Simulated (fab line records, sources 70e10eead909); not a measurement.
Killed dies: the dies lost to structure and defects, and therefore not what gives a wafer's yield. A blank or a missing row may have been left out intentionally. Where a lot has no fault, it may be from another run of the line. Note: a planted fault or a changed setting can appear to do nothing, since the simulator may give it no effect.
fab line records    flow nandHarc
record: lots: 13  wafers: 37  lastDay: 25
route steps=1159 shown A_WL_FILL@813 A_CONTACT@951 A_BLC@987 A_M0@1013 END@1159
lots that met no fault: taken from a fault-free run of the same line
startH: hours from the record's first day to the start of the lot's first wafer shown    waitH: hours since the lot's step before    " identical to the entry in the row above    L1.1+2: one row covering several wafers at once    - no value, or no start was given    * or withheld: withheld    < > ~ a bound
route shown NAME@n: a module of which the file shows steps, and the number in the route of the first    usual: average and standard deviation across the fault-free wafers    same: alike in all rows    chamber/n: place in a boat    sites: readings site by site    _std_site: standard deviation across them    _edge_site: inner sites' mean taken away from outer sites' mean    radiusMm: for every site, how far away it sits from the centre of the wafer    mask NAME#n: copy n    behind: the most recent tool/chamber to have shaped the wafer    hold: the reason the lot was held/the length of the hold in hours/how it ended    device: transistor that didn't switch, given as n, p or np    end of line: the tests these same wafers got at the end of their route    a step with no rows: only its recipe    killed: count of dies lost to structure and defects at first sort (not the wafer's yield)    map: dies across one wafer; x = killed, . = not, _ = none there
set.NAME: the setting the step ran with; set.NAME@STEP: the setting that earlier step ran with    model.NAME: the simulator's own value behind a step, which no gauge read
a sample of lots followed through the steps of the route, with each step as a table and each wafer as a row
services: from which hour (startH, from the record's first day; less than 0 if before it) a tool's chamber was out of use, for how many hours, and why
== steps ==
step: NHARC_A_WL_FILL_CVD_03
recipe: targetThkA: 400  tempC: 300  pressureTorr: 40  wf6FlowSccm: 40  h2FlowSccm: 1600  arFlowSccm: 1560  timeS: 3302  material: W
usual: heaterPowerOuterW: 302/72  heaterPowerW: 509/95  throttleValvePct: 7.62/0.2
lot.wafer  tool     chamber  startH  waitH  heaterPowerOuterW  heaterPowerW  throttleValvePct
L552.1     cvdW-01  0        335.11  3.6    226                393           7.63
L552.3     "        1        336.51  5.0    400                628           7.86
L552.6     "        0        "       "      229                386           7.54
L553.2     cvdW-02  1        335.57  4.2    256                470           7.89
L553.3     "        0        "       "      333                548           7.85
L553.6     "        1        337.45  6.1    252                474           7.78
L554.1     cvdW-02  1        339.94  0.8    261                469           7.69
L554.4     "        1        "       "      255                483           7.79
L554.5     "        1        "       "      255                484           7.76
L555.1     cvdW-01  0        340.29  1.3    232                387           7.38
L555.5     "        1        341.71  2.7    416                645           7.60
L555.6     "        0        "       "      226                393           7.47
L556.1     cvdW-02  0        359.36  4.2    315                552           7.81
L556.4     "        1        "       "      262                472           7.80
L556.6     "        0        361.28  6.2    317                537           7.79
L563.2     cvdW-02  0        399.88  5.0    303                528           7.56
L563.4     "        1        401.31  6.4    244                468           7.84
L565.1     cvdW-01  0        414.35  0.1    227                392           7.29
L565.2     "        1        "       "      409                658           7.55
L565.6     "        0        416.20  1.9    231                389           7.29
L567.1     cvdW-01  0        418.64  0.1    228                395           7.48
L567.2     "        1        "       "      408                632           7.66
L567.5     "        0        420.54  2.0    230                394           7.71
L566.1     cvdW-01  1        421.48  2.7    408                648           7.45
L566.3     "        1        "       "      412                653           7.63
L566.5     "        0        423.81  5.0    233                392           7.62
L564.4     cvdW-02  0        423.62  4.5    316                519           7.62
L564.6     "        1        "       "      249                474           7.64
L568.2     cvdW-01  1        433.34  4.2    408                634           7.60
L568.1     "        0        "       "      224                388           7.62
L568.4     "        1        "       "      416                645           7.38
L572.3     cvdW-01  0        449.77  1.0    227                393           6.76
L572.4     "        1        "       "      419                652           7.52
L572.6     "        1        "       "      413                653           7.62
L575.1     cvdW-02  1        482.02  2.6    253                467           7.73
L575.3     "        0        483.44  4.1    305                512           7.70
L575.6     "        1        "       "      248                468           7.71
step: NHARC_A_CONTACT_CD_MEAS_15
usual: cdNm: 90.0/0.54
lot.wafer  tool      chamber  startH  waitH  cdNm
L553.2     cdSem-02  -        386.39  -      90.2
L553.3     "         -        "       "      89.7
L553.6     "         -        "       "      90.0
L552.1     cdSem-03  -        387.27  -      90.3
L552.3     "         -        "       "      90.7
L552.6     "         -        "       "      90.5
L554.1     cdSem-01  -        388.57  -      91.4
L554.4     "         -        "       "      90.7
L554.5     "         -        "       "      90.6
L555.1     cdSem-02  -        389.22  -      90.8
L555.5     "         -        "       "      90.5
L555.6     "         -        "       "      91.0
L556.1     cdSem-01  -        405.62  -      89.7
L556.4     "         -        "       "      89.7
L556.6     "         -        "       "      89.6
L563.2     cdSem-01  -        446.38  -      89.9
L565.1     cdSem-01  -        463.48  -      89.2
L565.2     "         -        "       "      89.1
L565.6     "         -        "       "      89.5
L564.6     cdSem-02  -        468.12  -      90.6
L567.1     cdSem-02  -        470.80  -      89.8
L567.2     "         -        "       "      90.3
L567.5     "         -        "       "      89.9
L566.1     cdSem-03  -        472.11  -      89.5
L566.3     "         -        "       "      89.8
L566.5     "         -        "       "      90.4
L568.1     cdSem-03  -        481.06  -      89.4
L568.2     "         -        "       "      88.2
L568.4     "         -        "       "      90.0
L572.3     cdSem-03  -        494.29  -      90.3
L572.4     "         -        "       "      90.3
L572.6     "         -        "       "      90.0
L575.1     cdSem-01  -        530.57  -      89.4
L575.3     "         -        "       "      90.0
L575.6     "         -        "       "      89.7
step: NHARC_A_BLC_PVD_32
recipe: targetThkA: 50  chamberPressurePa: 5  powerW: 5000  substrateTempC: 200  timeS: 17.7  material: Ti
usual: cathodeDcPowerW: 5000.1/0.88  throttleValvePct: 30.0/1.1
lot.wafer  tool           chamber  startH  waitH  cathodeDcPowerW  throttleValvePct
L553.2     pvdSputter-03  -        -       -      4998.4           29.9
L553.3     "              -        "       "      5000.4           30.1
L553.6     "              -        "       "      4998.5           29.7
L552.3     pvdSputter-03  -        -       -      5001.3           30.0
L552.1     "              -        "       "      4999.4           29.6
L552.6     "              -        "       "      4999.7           30.0
L554.1     pvdSputter-01  -        -       -      5000.6           30.2
L554.4     "              -        "       "      4999.8           29.9
L554.5     "              -        "       "      4999.5           30.1
L555.1     pvdSputter-01  -        -       -      5001.0           29.9
L555.6     "              -        "       "      4998.5           29.8
L555.5     "              -        "       "      5000.3           29.9
L556.1     pvdSputter-01  -        -       -      4999.2           29.8
L556.4     "              -        "       "      5000.7           30.2
L556.6     "              -        "       "      5000.7           30.4
L563.2     pvdSputter-02  -        -       -      5000.8           30.3
L565.1     pvdSputter-02  -        -       -      5000.6           30.7
L565.2     "              -        "       "      4999.4           31.5
L565.6     "              -        "       "      5000.9           30.5
L564.6     pvdSputter-03  -        -       -      5000.7           29.8
L567.2     pvdSputter-03  -        -       -      4998.9           30.0
L567.1     "              -        "       "      5002.0           27.4
L567.5     "              -        "       "      5000.5           29.9
L566.3     pvdSputter-02  -        -       -      4998.3           29.0
L566.1     "              -        "       "      5000.9           31.4
L566.5     "              -        "       "      5001.1           30.3
L568.1     pvdSputter-02  -        -       -      5000.9           31.6
L568.4     "              -        "       "      4999.7           31.5
L568.2     "              -        "       "      5000.7           28.9
L572.3     pvdSputter-02  -        -       -      5002.4           31.5
L572.4     "              -        "       "      4998.6           31.1
L572.6     "              -        "       "      4998.9           31.6
L575.3     pvdSputter-02  -        -       -      4999.6           31.2
L575.1     "              -        "       "      4999.5           30.4
L575.6     "              -        "       "      5000.4           31.6
step: NHARC_A_M0_DEGAS_28
recipe: tempC: 250  timeS: 60
usual: heaterPowerW: 327/34
lot.wafer  tool           chamber  startH  waitH  heaterPowerW
L553.3     pvdSputter-03  -        404.70  -      308
L553.2     "              -        "       "      271
L553.6     "              -        "       "      355
L552.3     pvdSputter-02  -        405.32  -      310
L552.1     "              -        "       "      332
L552.6     "              -        "       "      326
L554.1     pvdSputter-03  -        405.54  -      257
L554.4     "              -        "       "      349
L554.5     "              -        "       "      310
L555.1     pvdSputter-01  -        405.71  -      385
L555.6     "              -        "       "      384
L555.5     "              -        "       "      318
L556.1     pvdSputter-03  -        415.10  -      262
L556.4     "              -        "       "      311
L556.6     "              -        "       "      259
L563.2     pvdSputter-02  -        454.48  -      303
L565.2     pvdSputter-02  -        479.50  -      326
L565.1     "              -        "       "      305
L565.6     "              -        "       "      336
L564.6     pvdSputter-03  -        495.63  -      335
L567.2     pvdSputter-03  -        495.90  -      310
L567.1     "              -        "       "      337
L567.5     "              -        "       "      263
L566.3     pvdSputter-02  -        496.77  -      311
L566.1     "              -        "       "      302
L566.5     "              -        "       "      376
L568.1     pvdSputter-02  -        503.16  -      310
L568.2     "              -        "       "      315
L568.4     "              -        "       "      370
L572.3     pvdSputter-03  -        509.84  -      337
L572.4     "              -        "       "      257
L572.6     "              -        "       "      310
L575.1     pvdSputter-01  -        542.64  -      378
L575.3     "              -        "       "      341
L575.6     "              -        "       "      378
step: NHARC_END_SORT_01
recipe: tempC: 25
usual: killedAtArray: 26/11  killedAtOther: 0.4/0.78  killedAtPeriphery: 3.4/2.4  killedDies: 29/11  killedOpen: 3.1/1.9  killedShort: 1.9/1.4
same: grossDies: 677
lot.wafer  tool       chamber  startH  waitH  killedAtArray  killedAtOther  killedAtPeriphery  killedDies  killedOpen  killedShort
L564.4     prober-02  0        570.40  3.4    411            1              7                  419         6           0
L564.6     prober-02  0        572.03  4.1    18             1              7                  26          8           1
killed by level:class
L564.4 A_WL_FILL:areaCvd=386 A_STAIRCASE:chamberFilmFlake=12 P_ZERO_WELL:chamberFilmFlake=3 A_CHANNEL_HOLE_D1:chamberFilmFlake=3 A_CONTACT:chamberFilmFlake=3 A_CONTACT:geometricParticle:open=2 P_GATE:chamberFilmFlake=2 A_WL_FILL:chamberFilmFlake=2
L564.6 A_STAIRCASE:chamberFilmFlake=7 A_CONTACT:geometricParticle:open=4 P_GATE:chamberFilmFlake=2 P_M1:chamberFilmFlake=2 A_CHANNEL_HOLE_D1:chamberFilmFlake=2 A_CONTACT:chamberFilmFlake=2 P_STI:geometricParticle:open=1 P_CONTACT:geometricParticle:open=1
== services ==
tool           chamber  startH  hours  kind
pvdSputter-03  -        318.79  10.0   pm
pvdSputter-01  -        336.00  10.0   pm
pvdSputter-03  -        359.64  1.1    repair
pvdSputter-03  -        374.65  0.7    repair
pvdSputter-03  -        379.81  7.0    repair
cvdW-02        -        383.59  13.0   pm
cvdW-02        0        383.59  13.0   ventCycle
cvdW-02        1        383.59  13.0   ventCycle
pvdSputter-02  -        392.00  10.0   pm
cvdW-02        0        396.59  -      clean
cvdW-02        1        396.59  -      clean
pvdSputter-01  -        408.67  0.8    repair
cvdW-02        -        411.72  1.0    repair
pvdSputter-01  -        432.53  90.5   repair
cvdW-01        0        466.33  2.9    repair
cvdW-01        -        476.86  13.0   pm
cvdW-01        0        476.86  13.0   ventCycle
cvdW-01        1        476.86  13.0   ventCycle
cvdW-01        0        489.86  -      clean
cvdW-01        1        489.86  -      clean
pvdSputter-03  -        496.82  10.0   pm
pvdSputter-02  -        522.09  1.1    repair
pvdSputter-01  -        523.04  10.0   pm
== key ==
firstSign: step: NHARC_END_SORT_01  reading: killedAtArray  direction: up  sigmas: 36  usual: 26  struck: 411
effect: step: NHARC_END_SORT_01  reading: killedDies  direction: up  sigmas: 36  usual: 29  struck: 419
moreKillsBornAt: NHARC_A_WL_FILL_CVD_03@cvdW-02: 386
metAt NHARC_A_WL_FILL_CVD_03
struckLots L564
struckWafers L564.4
laterRowsLeftOut L564.4
testerLeftOut L564
notActingAt NHARC_A_CONTACT_CD_MEAS_15,NHARC_A_BLC_PVD_32,NHARC_A_M0_DEGAS_28
onsetBetween 359.36 423.62
fault: kind: processParameterDrift  tool: cvdW-02  chamber: -  onsetH: 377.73  steps: NHARC_A_WL_FILL_CVD_03  channel: targetThkA  offset: *  shape: step  endH: 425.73  scope: struckWafersOnly  actsIn: *  stated: *
testerLeftOut: of these lots the tester's yield and bins aren't shown, on N5 and GAA mostly nor the transistor test; their killed dies are dies lost to structure and defects alone, not to doping, threshold or leakage, so they don't give the yield
laterRowsLeftOut: the simulator's readings of these wafers behind a module that went badly wrong aren't trusted and aren't shown, but for the sort
